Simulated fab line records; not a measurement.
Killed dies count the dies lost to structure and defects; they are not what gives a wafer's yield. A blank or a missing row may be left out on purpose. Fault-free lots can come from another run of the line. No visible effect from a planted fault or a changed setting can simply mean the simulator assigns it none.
Which tool was responsible? | flow nand_harc | 42 wafers from 14 lots sampled at 5 of the route's 1302 steps

== WHAT EACH GAUGE READ, for each wafer ==
NHARC_A_M1_THK_MEAS_24: measures by xrf.
lot  | measured     | on            | thk_nm (nm)
L206 | day 23 05:17 | film_metro-01 | 151.8 152.7 152.7
L209 | day 24 00:44 | film_metro-02 | 156.8 155.4 155.2
L208 | day 24 01:20 | film_metro-02 | 155.0 153.1 152.5
L207 | day 24 02:31 | film_metro-02 | 155.8 155.7 154.6
L210 | day 24 12:02 | film_metro-02 | 155.1 153.4 155.3
L212 | day 25 14:06 | film_metro-02 | 155.4 154.7 155.7
L211 | day 26 03:48 | film_metro-01 | 155.2 155.2 155.4
L220 | day 28 12:50 | film_metro-02 | 152.6 154.9 155.4
L221 | day 29 17:13 | film_metro-01 | 155.9 153.6 156.3
L223 | day 30 15:25 | film_metro-02 | 156.9 156.0 153.0
L227 | day 32 09:20 | film_metro-02 | 154.2 154.1 151.7
L229 | day 32 16:30 | film_metro-02 | 155.1 153.6 154.5
L226 | day 32 17:59 | film_metro-02 | 153.0 152.6 151.3
L228 | day 33 01:56 | film_metro-02 | 154.0 154.7 152.5

NHARC_END_SORT_01.
lot  | measured     | on        | killed_at_array | killed_at_other | killed_at_periphery | killed_dies | killed_open | killed_short
L220 | day 30 01:46 | prober-02 | 131 20 20       | 0 0 2           | 5 8 8               | 136 28 30   | 0 4 2       | 2 0 1
L221 | day 31 01:38 | prober-02 | 38 49 131       | 1 0 1           | 2 9 3               | 41 58 135   | 3 4 4       | 2 0 0

== EACH LOT AND THE TOOL THAT RAN IT (in order: tool; ch and the chambers of the sampled wafers; start) ==
lot  | NHARC_A_CONTACT_ETCH_137             | NHARC_THIN_TSV_ETCH_15           | NHARC_THIN_TSV_STRIP_62
L206 | har_cap_etch-02 ch 0,1, day 22 14:19 | rie_si-06 ch 1,3, day 23 23:37   | plasma_asher-01 ch 0, day 24 01:24
L209 | har_cap_etch-01 ch 1, day 23 07:52   | rie_si-04 ch 1,2,3, day 24 19:01 | plasma_asher-02 ch 0,1, day 24 20:55
L208 | har_cap_etch-03 ch 0,1, day 23 09:07 | rie_si-04 ch 0,1,3, day 24 21:23 | plasma_asher-01 ch 0,1, day 24 23:09
L207 | har_cap_etch-02 ch 0,1, day 23 11:35 | rie_si-06 ch 1,2, day 24 20:25   | plasma_asher-01 ch 0,1, day 24 22:16
L210 | har_cap_etch-03 ch 0,1, day 23 20:01 | rie_si-06 ch 0,1,2, day 25 07:21 | plasma_asher-02 ch 0, day 25 09:07
L212 | har_cap_etch-01 ch 0,1, day 24 22:38 | rie_si-01 ch 1,2,3, day 26 08:04 | plasma_asher-01 ch 0,1, day 26 10:01
L211 | har_cap_etch-01 ch 0,1, day 25 12:35 | rie_si-04 ch 0,1,2, day 26 21:56 | plasma_asher-01 ch 1, day 26 23:41
L220 | har_cap_etch-03 ch 0,1, day 27 21:59 | rie_si-01 ch 1,2,3, day 29 07:04 | plasma_asher-02 ch 0,1, day 29 08:56
L221 | har_cap_etch-03 ch 0,1, day 29 01:43 | rie_si-06 ch 0,1,2, day 30 11:41 | plasma_asher-02 ch 0,1, day 30 13:29
L223 | har_cap_etch-01 ch 0,1, day 30 00:07 | rie_si-04 ch 1,2, day 31 08:39   | plasma_asher-01 ch 0,1, day 31 10:25
L227 | har_cap_etch-02 ch 0,1, day 31 18:30 | rie_si-06 ch 0,2, day 33 03:47   | plasma_asher-02 ch 0,1, day 33 05:40
L229 | har_cap_etch-02 ch 0,1, day 32 01:35 | rie_si-06 ch 0,1, day 33 11:44   | plasma_asher-01 ch 0,1, day 33 13:46
L226 | har_cap_etch-01 ch 0,1, day 32 03:02 | rie_si-04 ch 2,3, day 33 12:52   | plasma_asher-01 ch 0,1, day 33 14:38
L228 | har_cap_etch-01 ch 0,1, day 32 10:52 | rie_si-04 ch 1,2,3, day 33 23:55 | plasma_asher-02 ch 0,1, day 34 01:43
- NHARC_A_CONTACT_ETCH_137: etches the open film in C4F8/O2/Ar, time 311 s, target depth 1912 nm.
- NHARC_THIN_TSV_ETCH_15: target depth 3000 nm, bosch target overetch cycles 2, bosch etch step 2.8 s.
- NHARC_THIN_TSV_STRIP_62: strips in N2/H2, time 20 s.

== WHAT THE TOOLS THEMSELVES READ (means of the sampled wafers that have a number; where no wafer has one, the mark that the record gives instead) ==
NHARC_THIN_TSV_ETCH_15.
lot  | tool      | drypump_motor_current_A (A)
L206 | rie_si-06 | 6.2
L209 | rie_si-04 | 5.7
L208 | rie_si-04 | 5.9
L207 | rie_si-06 | 6.1
L210 | rie_si-06 | 5.8
L212 | rie_si-01 | 6.1
L211 | rie_si-04 | 5.6
L220 | rie_si-01 | 6.1
L221 | rie_si-06 | 5.8
L223 | rie_si-04 | 5.8
L227 | rie_si-06 | 5.8
L229 | rie_si-06 | 5.8
L226 | rie_si-04 | 5.3
L228 | rie_si-04 | 5.7

NHARC_THIN_TSV_STRIP_62.
lot  | tool            | drypump_motor_current_A (A) | heater_power_w (W)
L206 | plasma_asher-01 | 6.2                         | 309
L209 | plasma_asher-02 | 5.5                         | 379
L208 | plasma_asher-01 | 5.6                         | 312
L207 | plasma_asher-01 | 5.6                         | 303
L210 | plasma_asher-02 | 5.8                         | 330
L212 | plasma_asher-01 | 6.0                         | 313
L211 | plasma_asher-01 | 5.3                         | 301
L220 | plasma_asher-02 | 5.7                         | 354
L221 | plasma_asher-02 | 5.7                         | 347
L223 | plasma_asher-01 | 5.9                         | 313
L227 | plasma_asher-02 | 5.5                         | 376
L229 | plasma_asher-01 | 5.6                         | 306
L226 | plasma_asher-01 | 6.0                         | 319
L228 | plasma_asher-02 | 5.5                         | 382

== THE ANSWER, worked out from the rows above alone ==
Rule: the usual values come from the lots themselves. Put in order of their means at a reading, lots are off if they are a third of the lots or fewer, leave a main group of 4 or more, and stand apart from it by a gap of 3 or more times the standard deviation of the main group's means; of several such gaps the widest counts. Not used: any main group whose means are identical at the precision the tables above print for the reading. Also off: a lot with no number at a reading for which 4 or more lots have one. Any other lot the step has rows for is counted as sound. First the gauges in route order, then the tools' own readings, where a lot's mean is used as printed above. The first step at which some lot is off is used, and at that step the reading that is off furthest; a lot without a number counts as furthest.
No lot is off at any reading shown: from this, nothing can be told.

== WHAT THE SIMULATOR PUT IN ==
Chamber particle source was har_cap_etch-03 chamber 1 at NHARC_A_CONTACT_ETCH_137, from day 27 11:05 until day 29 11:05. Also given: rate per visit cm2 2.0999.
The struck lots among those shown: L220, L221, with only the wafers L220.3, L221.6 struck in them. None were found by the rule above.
